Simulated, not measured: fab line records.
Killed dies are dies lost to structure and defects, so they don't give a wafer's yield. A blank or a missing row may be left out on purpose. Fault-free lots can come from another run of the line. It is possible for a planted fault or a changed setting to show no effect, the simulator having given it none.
Chamber matching | flow n5Finfet | 3 sister chambers for N5_BEOL_M2_CO_CAP_55 on cvdCo-02
The step material Co, precursor CCTBA/H2, target thk 2 nm, time 102.1 s. 20 wafers are shown with their chamber, then 10 later ones without.

== WAFERS, EACH WITH ITS CHAMBER ==
wafer  | chamber | heaterPowerW (W)
L075.1 | 1       | 247
L075.5 | 2       | 241
L075.6 | 0       | 281
L077.4 | 2       | 237
L077.5 | 0       | 290
L077.6 | 1       | 244
L080.3 | 1       | 247
L080.4 | 1       | 249
L080.6 | 2       | 235
L081.2 | 1       | 248
L081.5 | 1       | 243
L081.6 | 0       | 282
L082.2 | 0       | 290
L082.4 | 2       | 241
L082.5 | 0       | 283
L086.2 | 0       | 287
L086.4 | 2       | 241
L086.6 | 1       | 240
L088.1 | 2       | 244
L088.2 | 1       | 249

SIGNATURES, as means of the wafers listed above
reading      | chamber 0 | chamber 1 | chamber 2 | scatter within a chamber
heaterPowerW | 285.50    | 245.88    | 239.83    | 3.49
Rule: for a wafer and a chamber, the distance is found by dividing, reading by reading, the gap between the wafer's reading and the chamber's mean by the reading's scatter, squaring, summing and taking the root. The wafer belongs to the nearest chamber; if the next one is less than 2 further off, it can't be placed. The scatter is the square root of a quotient: the sum, over the shown wafers, of each reading's squared deviation from its chamber's mean, divided by wafers minus chambers.

== WAFERS WHOSE CHAMBER IS MISSING ==
wafer  | heaterPowerW (W)
L088.4 | 246
L093.1 | 244
L093.2 | 245
L093.5 | 290
L094.2 | 248
L094.3 | 294
L094.5 | 290
L091.2 | 240
L091.4 | 285
L091.6 | 247

== THE CHAMBER EACH PASSED THROUGH ==
wafer  | from the rows above     | in truth
L088.4 | can't be placed: 1 or 2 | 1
L093.1 | can't be placed: 1 or 2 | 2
L093.2 | can't be placed: 1 or 2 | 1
L093.5 | 0                       | 0
L094.2 | can't be placed: 1 or 2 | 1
L094.3 | 0                       | 0
L094.5 | 0                       | 0
L091.2 | can't be placed: 2 or 1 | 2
L091.4 | 0                       | 0
L091.6 | can't be placed: 1 or 2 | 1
Correct placement for 4 of the 10. Can't be placed from these rows: 6 (the true chamber is among the candidates in 6). 0 placed wrongly.
